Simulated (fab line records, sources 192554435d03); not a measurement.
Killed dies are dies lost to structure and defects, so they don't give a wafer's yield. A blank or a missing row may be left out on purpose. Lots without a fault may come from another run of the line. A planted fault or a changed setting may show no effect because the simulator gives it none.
Split-lot experiment | flow n5_finfet | 7 lots, 21 wafers read, on a route of 1938 steps

THE SPLIT
At N5_DUMMY_GATE_DESCUM_20 (chemistry O2, time 6.2 s), the setting time_s was moved away from the recipe's 6.2 s on 7 of the 21 wafers read, by -21.5% to -8.5%. The other wafers ran this setting at the recipe's value.

The reading is taken at the split's own step.

THE READING
CAR-EUV_of_DUMMY_GATE_COAT_09.thk_nm (the simulator's own value, which no gauge read), in nm, at N5_DUMMY_GATE_DESCUM_20 (chemistry O2, time 6.2 s). The file gives no usual value for it. The 14 wafers here that ran the recipe average 26.5 nm, standard deviation 0.09 nm.

wafer  | tool, chamber at the split | time_s as run, s | against the recipe | CAR-EUV_of_DUMMY_GATE_COAT_09.thk_nm, nm | against lot-mates on the recipe
L076.1 | rie_diel-02, 3             | 4.864            | -21.5%             | 27.2                                     | +0.6
L076.5 | rie_diel-02, 3             | 4.864            | -21.5%             | 27.4                                     | +0.8
L076.6 | rie_diel-02, 0             | 6.2              | recipe             | 26.6                                     | -
L080.1 | rie_diel-01, 3             | 6.2              | recipe             | 26.6                                     | -
L080.2 | rie_diel-01, 0             | 6.2              | recipe             | 26.4                                     | -
L080.6 | rie_diel-01, 0             | 5.359            | -13.6%             | 26.8                                     | +0.3
L086.3 | rie_diel-02, 2,0,1         | 6.2              | recipe             | 26.4                                     | -
L086.4 | rie_diel-02, 2,0,1         | 6.2              | recipe             | 26.4                                     | -
L086.5 | rie_diel-02, 2,0,1         | 6.2              | recipe             | 26.4                                     | -
L091.1 | rie_diel-01, 0,2,3         | 6.2              | recipe             | 26.4                                     | -
L091.3 | rie_diel-01, 0,2,3         | 6.2              | recipe             | 26.4                                     | -
L091.5 | rie_diel-01, 0,2,3         | 6.2              | recipe             | 26.4                                     | -
L093.1 | rie_diel-04, 1,2           | 6.2              | recipe             | 26.4                                     | -
L093.4 | rie_diel-04, 1,2           | 6.2              | recipe             | 26.4                                     | -
L093.5 | rie_diel-04, 1             | 6.2              | recipe             | 26.6                                     | -
L096.1 | rie_diel-02, 0,0,1         | 5.214            | -15.9%             | 27                                       | no lot-mate on the recipe
L096.5 | rie_diel-02, 0,0,1         | 5.214            | -15.9%             | 27                                       | no lot-mate on the recipe
L096.6 | rie_diel-02, 0,0,1         | 5.214            | -15.9%             | 27                                       | no lot-mate on the recipe
L097.2 | rie_diel-04, 0             | 5.671            | -8.5%              | 26.8                                     | +0.3
L097.5 | rie_diel-04, 0             | 6.2              | recipe             | 26.6                                     | -
L097.6 | rie_diel-04, 3             | 6.2              | recipe             | 26.4                                     | -
Where a row lists several chambers, the file gives one row for several wafers and doesn't say which wafer went through which chamber.

THE FIT
A straight line over all 21 wafers: CAR-EUV_of_DUMMY_GATE_COAT_09.thk_nm changes by -0.0361 nm for each +1% of time_s; r = -0.96; the points scatter about the line by 0.094 nm.
The same after taking each lot's own level away (the mean of its wafers on the recipe; 18 wafers): -0.0311 nm for each +1%; r = -0.95; scatter 0.081 nm.
On that fit, the largest move of time_s shifts the reading by 0.67 nm.
The lots' own levels span 26.40 to 26.60 nm, that is 2.2 times the standard deviation above.
So the lot-to-lot level changes the slope: the two fits differ.
Check: with one of the wafers moved furthest among these (-21.5%) left out of the fit, the line predicts +0.714 nm for it against its lot-mates. It came out at +0.6 nm against them.

OTHER SPLITS ON THESE WAFERS
These wafers also went through other splits before the reading. Each is held against what the fit with the lots' levels taken away leaves over:
other split on the same wafers | wafers away from the commonest value | r with CAR-EUV_of_DUMMY_GATE_COAT_09.thk_nm (lot level and that fit taken away)
N5_ZERO_LAYER_ETCH_18 icp_w    | 9                                    | +0.08
N5_WELL_APT_EXPOSE_05 dose_mj  | 5                                    | +0.11
N5_FIN_SAQP_ETCH_65 time_s     | 5                                    | -0.22

THE FILE'S OWN FIT
CAR-EUV_of_DUMMY_GATE_COAT_09.thk_nm changes by -0.0301 nm for each +1% of time_s, r = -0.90.
